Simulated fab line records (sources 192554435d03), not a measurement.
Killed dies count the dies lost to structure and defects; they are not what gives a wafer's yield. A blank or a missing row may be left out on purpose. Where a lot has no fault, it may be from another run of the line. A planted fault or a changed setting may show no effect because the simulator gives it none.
fab line records | flow n5Finfet
record lots=15 | wafers=45 | lastDay=18
route steps=1938 shown BEOL_M8@1388 PASSIVATION@1926
lots that met no fault: taken from a fault-free run of the same line
startH: start of the lot's first displayed wafer, in hours after the record's first day | waitH: hours elapsed since this lot's preceding step | " same as the row above | L1.1+2: a row that stands for several wafers | - value missing, or start not given | * or withheld: withheld | < > ~ a bound
route shown NAME@n: names a module that has steps shown in the file, with the first one's number in the route | usual: mean/standard deviation of fault-free wafers | same: alike in all rows | chamber/n: place in a boat | sites: readings site by site | _std_site: standard deviation across them | _edge_site: outer sites' mean less inner sites' | radiusMm: how far each site lies from the wafer's centre | mask NAME#n: copy n | behind: tool/chamber where the wafer was last shaped | hold: why the lot went on hold/how many hours it stayed there/how the hold came to an end | device: which transistor (n, p or np) failed to switch | end of line: at the end of the route, the tests of the same wafers | where a step has no rows: the recipe by itself | killed: the dies lost at the first sort to structure and to defects; this is not the yield of the wafer | map: shows each die of a wafer: x if killed, . if not, _ if none is there
set.NAME: the run value of the setting; set.NAME@STEP: its run value at that earlier step | model.NAME: the simulator's own value behind a step, which no gauge read
route steps across a sampled set of lots; one table per step, one row per wafer
services: when a tool's chamber went out of use (startH, in hours from the record's first day, below 0 if earlier), for how many hours, and the reason
## steps
# step N5_BEOL_M8_PRE_CLEAN_45
# recipe gas=H2/He | timeS=30 | tempC=250
# usual heaterPowerW=337/31
lot.wafer | tool          | chamber | startH | waitH | heaterPowerW
L448.3    | pvdSputter-03 | -       | 207.46 | 0.0   | 319
L448.4    | "             | -       | "      | "     | 297
L448.6    | "             | -       | "      | "     | 348
L449.2    | pvdSputter-02 | -       | 210.85 | 0.0   | 421
L449.4    | "             | -       | "      | "     | 386
L449.5    | "             | -       | "      | "     | 370
L450.1    | pvdSputter-03 | -       | 216.12 | 0.0   | 322
L450.4    | "             | -       | "      | "     | 305
L450.6    | "             | -       | "      | "     | 336
L452.1    | pvdSputter-03 | -       | 219.26 | 0.0   | 324
L452.4    | "             | -       | "      | "     | 336
L452.6    | "             | -       | "      | "     | 295
L451.1    | pvdSputter-03 | -       | 223.10 | 0.0   | 334
L451.3    | "             | -       | "      | "     | 295
L451.4    | "             | -       | "      | "     | 328
L461.3    | pvdSputter-02 | -       | 284.26 | 0.0   | 341
L461.4    | "             | -       | "      | "     | 373
L461.6    | "             | -       | "      | "     | 325
L458.3    | pvdSputter-02 | -       | 284.34 | 0.0   | 427
L458.5    | "             | -       | "      | "     | 418
L458.6    | "             | -       | "      | "     | 389
L457.2    | pvdSputter-02 | -       | 284.60 | 0.0   | 323
L457.5    | "             | -       | "      | "     | 320
L457.6    | "             | -       | "      | "     | 356
L460.4    | pvdSputter-03 | -       | 286.68 | 0.0   | 338
L460.5    | "             | -       | "      | "     | 345
L460.6    | "             | -       | "      | "     | 299
L456.4    | pvdSputter-03 | -       | 287.20 | 0.0   | 332
L456.5    | "             | -       | "      | "     | 334
L456.6    | "             | -       | "      | "     | 346
L459.2    | pvdSputter-02 | -       | 302.25 | 0.0   | 409
L459.3    | "             | -       | "      | "     | 348
L459.6    | "             | -       | "      | "     | 379
L464.1    | pvdSputter-02 | -       | 324.72 | 0.0   | 417
L464.3    | "             | -       | "      | "     | 348
L464.6    | "             | -       | "      | "     | 321
L465.1    | pvdSputter-02 | -       | 324.80 | 0.0   | 404
L465.2    | "             | -       | "      | "     | 315
L465.3    | "             | -       | "      | "     | 342
L470.1    | pvdSputter-03 | -       | 344.84 | 0.0   | 327
L470.2    | "             | -       | "      | "     | 297
L470.3    | "             | -       | "      | "     | 329
L471.1    | pvdSputter-01 | -       | 365.02 | 0.0   | 326
L471.2    | "             | -       | "      | "     | 313
L471.5    | "             | -       | "      | "     | 323
# step N5_PASSIVATION_OVL_MEAS_66
# recipe pointsPerWafer=44
# usual PASS_OPEN_OVL=2/6.5
lot.wafer | tool       | chamber | startH | waitH | PASS_OPEN_OVL[nm]
L448.3    | overlay-02 | 0       | 268.62 | 0.0   | -8
L448.4    | "          | 0       | "      | "     | 3
L448.6    | "          | 0       | "      | "     | 0
L449.2    | overlay-01 | 0       | 272.81 | 0.0   | 9
L449.4    | "          | 0       | "      | "     | 13
L449.5    | "          | 0       | "      | "     | 1
L450.1    | overlay-02 | 0       | 277.02 | 0.0   | 4
L450.4    | "          | 0       | "      | "     | 14
L450.6    | "          | 0       | "      | "     | 9
L452.1    | overlay-01 | 0       | 286.03 | 0.0   | 2
L452.4    | "          | 0       | "      | "     | 4
L452.6    | "          | 0       | "      | "     | 5
L451.1    | overlay-01 | 0       | 304.34 | 0.0   | 6
L451.3    | "          | 0       | "      | "     | 5
L451.4    | "          | 0       | "      | "     | -3
L458.3    | overlay-02 | 0       | 351.35 | 0.0   | -3
L458.5    | "          | 0       | "      | "     | -4
L458.6    | "          | 0       | "      | "     | 8
L461.3    | overlay-01 | 0       | 351.71 | 0.0   | 5
L461.4    | "          | 0       | "      | "     | 5
L461.6    | "          | 0       | "      | "     | 11
L457.2    | overlay-01 | 0       | 352.83 | 0.0   | -13
L457.5    | "          | 0       | "      | "     | 8
L457.6    | "          | 0       | "      | "     | -5
L460.4    | overlay-01 | 0       | 356.39 | 0.0   | -4
L460.5    | "          | 0       | "      | "     | -1
L460.6    | "          | 0       | "      | "     | -13
L456.4    | overlay-02 | 0       | 357.52 | 0.0   | -1
L456.5    | "          | 0       | "      | "     | 9
L456.6    | "          | 0       | "      | "     | -1
L459.2    | overlay-01 | 0       | 368.12 | 0.0   | -4
L459.3    | "          | 0       | "      | "     | -3
L459.6    | "          | 0       | "      | "     | 1
L465.1    | overlay-02 | 0       | 391.36 | 0.0   | -1
L465.2    | "          | 0       | "      | "     | 7
L465.3    | "          | 0       | "      | "     | -3
L464.1    | overlay-01 | 0       | 395.81 | 0.0   | 0
L464.3    | "          | 0       | "      | "     | 2
L464.6    | "          | 0       | "      | "     | 5
L470.1    | overlay-01 | 0       | 409.36 | 0.0   | -1
L470.2    | "          | 0       | "      | "     | 9
L470.3    | "          | 0       | "      | "     | 1
L471.1    | overlay-02 | 0       | 428.97 | 0.0   | -2
L471.2    | "          | 0       | "      | "     | 3
L471.5    | "          | 0       | "      | "     | -9
# step N5_PASSIVATION_PROBE_49
# usual defectLimitedYield=91.5/1.4 | killed_at_M0_to_M3=32/9.8 | killed_at_M4_up=13/5.3 | killedAtContacts=13/6.4 | killedAtFrontEnd=39/10 | killedAtOther=3.1/2.5 | killedDies=100/17 | killedOpen=65/13 | killedShort=33/7.7 | sort_bin_5_function=5.0/0.93 | sort_bin_6_memory=3.2/0.69 | sortNPass=1080/17 | sortYieldPct=91.5/1.4
# same grossDies=1180 | killedAtBackSide=0 | sort_bin_4_leakage[%]=0 | sort_bin_8_speed[%]=0
lot.wafer | tool      | chamber | startH | waitH | defectLimitedYield[%] | killed_at_M0_to_M3 | killed_at_M4_up | killedAtContacts | killedAtFrontEnd | killedAtOther | killedDies | killedOpen | killedShort | sort_bin_5_function[%] | sort_bin_6_memory[%] | sortNPass | sortYieldPct[%]
L459.2    | prober-02 | -       | 371.29 | 0.1   | 89.7                  | 39                 | 10              | 25               | 36               | 11            | 121        | 75         | 44          | 5.8                    | 4.3                  | 1059      | 89.7
L459.3    | prober-02 | -       | 371.34 | 0.1   | 81.1                  | 28                 | 139             | 15               | 34               | 7             | 223        | 59         | 28          | 11.8                   | 3.7                  | 957       | 81.1
L459.6    | prober-02 | -       | 371.49 | 0.3   | 90.5                  | 42                 | 12              | 21               | 33               | 4             | 112        | 75         | 34          | 5.5                    | 3.6                  | 1068      | 90.5
L465.1    | prober-02 | -       | 394.50 | 0.0   | 92.7                  | 28                 | 16              | 18               | 22               | 2             | 86         | 68         | 17          | 4.9                    | 2.1                  | 1094      | 92.7
L465.2    | prober-02 | -       | 394.55 | 0.1   | 88.9                  | 52                 | 9               | 19               | 47               | 4             | 131        | 86         | 45          | 5.9                    | 4.9                  | 1049      | 88.9
L465.3    | prober-02 | -       | 394.60 | 0.1   | 81.2                  | 24                 | 148             | 16               | 31               | 3             | 222        | 62         | 29          | 12.5                   | 3.6                  | 958       | 81.2
L464.1    | prober-01 | -       | 398.95 | 0.0   | 93.6                  | 27                 | 10              | 3                | 32               | 3             | 75         | 53         | 20          | 3.6                    | 2.5                  | 1105      | 93.6
L464.3    | prober-01 | -       | 399.05 | 0.1   | 82.1                  | 22                 | 143             | 10               | 34               | 2             | 211        | 45         | 35          | 11.8                   | 3.3                  | 969       | 82.1
L464.6    | prober-01 | -       | 399.20 | 0.3   | 91.4                  | 29                 | 18              | 8                | 43               | 3             | 101        | 65         | 36          | 5.2                    | 3.3                  | 1079      | 91.4
# killed by level:class
L459.2 MOL_CONTACT_COAG:geometricParticle:open=23 BEOL_M0_SAQP:geometricParticle:short=14 BEOL_M0_SAQP:geometricParticle:open=11 FIN_SAQP:geometricParticle:short=4 FIN_SAQP:geometricParticle:open=4 GATE_CUT:geometricParticle:short=4 STARTING-WAFER:geometricParticle:open=4 STI_FIN_REVEAL:geometricParticle:open=3
L459.3 BEOL_M8:unspecified=129 MOL_CONTACT_COAG:geometricParticle:open=10 BEOL_M2:geometricParticle:open=8 FIN_SAQP:geometricParticle:open=6 BEOL_M0_SAQP:geometricParticle:short=6 FIN_SAQP:geometricParticle:short=5 BEOL_M1:geometricParticle:open=5 STI_FIN_REVEAL:geometricParticle:open=4
L459.6 MOL_CONTACT_COAG:geometricParticle:open=16 BEOL_M0_SAQP:geometricParticle:short=10 BEOL_M1:geometricParticle:open=9 BEOL_M2:geometricParticle:open=9 FIN_SAQP:geometricParticle:short=7 FIN_SAQP:geometricParticle:open=7 STI_FIN_REVEAL:geometricParticle:open=5 MOL_CONTACT_COAG:geometricParticle:short=5
L465.1 MOL_CONTACT_COAG:geometricParticle:open=15 BEOL_M4:geometricParticle:open=10 BEOL_M2:geometricParticle:open=8 BEOL_M1:geometricParticle:open=6 FIN_SAQP:geometricParticle:short=4 FIN_SAQP:geometricParticle:open=4 STI_FIN_REVEAL:geometricParticle:open=4 BEOL_M3:geometricParticle:open=4
L465.2 MOL_CONTACT_COAG:geometricParticle:open=15 BEOL_M2:geometricParticle:open=13 FIN_SAQP:geometricParticle:short=11 FIN_SAQP:geometricParticle:open=10 DUMMY_GATE:geometricParticle:open=9 BEOL_M0_SAQP:geometricParticle:open=9 BEOL_M3:geometricParticle:short=8 BEOL_M3:geometricParticle:open=7
L465.3 BEOL_M8:unspecified=129 MOL_CONTACT_COAG:geometricParticle:open=12 BEOL_M3:geometricParticle:open=9 STI_FIN_REVEAL:geometricParticle:open=8 BEOL_M4:geometricParticle:open=7 BEOL_M5:geometricParticle:open=6 BEOL_M3:geometricParticle:short=5 STARTING-WAFER:geometricParticle:short=5
L464.1 BEOL_M2:geometricParticle:open=8 STI_FIN_REVEAL:geometricParticle:open=7 STARTING-WAFER:geometricParticle:short=7 BEOL_M1:geometricParticle:open=6 BEOL_M3:geometricParticle:open=5 FIN_SAQP:geometricParticle:open=4 GATE_CUT:geometricParticle:open=3 BEOL_M4:geometricParticle:open=3
L464.3 BEOL_M8:unspecified=126 MOL_CONTACT_COAG:geometricParticle:open=9 BEOL_M0_SAQP:geometricParticle:short=6 GATE_CUT:geometricParticle:open=5 GATE_CUT:geometricParticle:short=5 BEOL_M4:geometricParticle:open=5 BEOL_M0_SAQP:geometricParticle:open=4 FIN_SAQP:geometricParticle:open=3
L464.6 STI_FIN_REVEAL:geometricParticle:open=11 BEOL_M2:geometricParticle:open=9 FIN_SAQP:geometricParticle:open=8 MOL_CONTACT_COAG:geometricParticle:open=7 BEOL_M3:geometricParticle:open=7 FIN_SAQP:geometricParticle:short=5 GATE_CUT:geometricParticle:short=5 BEOL_M2:geometricParticle:short=5
## services
tool          | chamber | startH | hours | kind
pvdSputter-01 | -       | 194.82 | 4.9   | repair
## key
firstSign step=N5_PASSIVATION_PROBE_49 | reading=killed_at_M4_up | direction=up | sigmas=25 | usual=13 | struck=143
effect step=N5_PASSIVATION_PROBE_49 | reading=defectLimitedYield | direction=down | sigmas=7.2 | usual=91.5 | struck=81.5
moreKillsBornAt N5_BEOL_M8_PRE_CLEAN_45@pvdSputter-02=384
metAt N5_BEOL_M8_PRE_CLEAN_45
struckLots L459,L464,L465
struckWafers L459.3,L464.3,L465.3
notActingAt N5_PASSIVATION_OVL_MEAS_66
onsetBetween 284.60 302.25
fault kind=chamberParticleSource | tool=pvdSputter-02 | chamber=- | onsetH=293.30 | steps=N5_BEOL_M8_PRE_CLEAN_45 | ratePerVisitCm2=1.2632 | endH=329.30 | scope=struckWafersOnly
